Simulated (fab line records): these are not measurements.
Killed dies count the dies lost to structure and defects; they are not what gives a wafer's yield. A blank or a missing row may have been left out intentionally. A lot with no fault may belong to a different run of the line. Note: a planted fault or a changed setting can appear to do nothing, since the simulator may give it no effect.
One fault seen from 3 desks :: flow n5_finfet :: every desk sees just its own numbers, and what lay behind them comes last

## THE METROLOGY DESK
What the gauges read for every lot (on any tool): the sampled wafers with a number, averaged. The brackets show how far a lot's mean lies from the usual mean; more than 4 standard deviations puts the lot out of limits, marked OUT.
Columns: A = cd_nm at N5_BEOL_M10_CD_MEAS_11, usual 64.1 nm; B = M10_OVL at N5_BEOL_M10_OVL_MEAS_12, usual -0.1 nm
lot: L508
first seen here: day 11 14:32
A: 63.7
B: -0.5

lot: L509
first seen here: day 12 21:11
A: 64.1
B: 0.3

lot: L510
first seen here: day 13 01:26
A: 64.4
B: -0.7

lot: L512
first seen here: day 13 15:07
A: 64.4
B: -0.3

lot: L523
first seen here: day 15 15:08
A: 63.6
B: 1.0
This desk's finding: nothing out of limits on any of the 5 lots.

## THE DEFECT DESK
Lot by lot, what the route's inspections counted, given as the mean of those sampled wafers with a number. The brackets show how far a lot's mean lies from the usual mean; more than 4 standard deviations puts the lot out of limits, marked OUT.
Columns: A = raw_defect_count at N5_BEOL_M10_INSPECT_13, usual 437
lot: L508
first seen here: day 11 14:35
A: 485

lot: L509
first seen here: day 12 21:14
A: 394

lot: L510
first seen here: day 13 01:29
A: 348

lot: L512
first seen here: day 13 15:10
A: 498

lot: L523
first seen here: day 15 15:11
A: 439
This desk's finding: nothing out of limits on any of the 5 lots.

## FOR THE TOOL OWNER'S DESK: rie_diel-06
The tool's own readings at N5_BEOL_M10_DESCUM_16 (chemistry O2, time 7.9 s): means of the sampled wafers that have a number, for each lot that ran on this tool. The brackets show how far a lot's mean lies from the usual mean; more than 4 standard deviations puts the lot out of limits, marked OUT.
Columns: A = drypump_motor_current_A at N5_BEOL_M10_DESCUM_16, usual 5.8 A; B = oes_product_au at N5_BEOL_M10_DESCUM_16, usual 0.78 a.u.; C = rf_vpp_V at N5_BEOL_M10_DESCUM_16, usual 243.1 V; D = showerhead_plenum_p_Torr at N5_BEOL_M10_DESCUM_16, usual 2.09 Torr; E = throttle_valve_pct at N5_BEOL_M10_DESCUM_16, usual 20.52 %
lot: L509
first seen here: day 12 21:34
A: 5.5
B: 0.79
C: 243.4
D: 2.07
E: 20.46

lot: L510
first seen here: day 13 01:55
A: 5.7
B: 0.77
C: 243.2
D: 2.07
E: 20.55
This desk's finding: nothing out of limits on any of the 2 lots.

## PUT TOGETHER
Nothing out of limits was seen by the metrology desk.
Nothing out of limits was seen by the defect desk.
Nothing out of limits was seen by the tool owner's desk.

## WHAT HAD BEEN PUT IN BY THE SIMULATOR
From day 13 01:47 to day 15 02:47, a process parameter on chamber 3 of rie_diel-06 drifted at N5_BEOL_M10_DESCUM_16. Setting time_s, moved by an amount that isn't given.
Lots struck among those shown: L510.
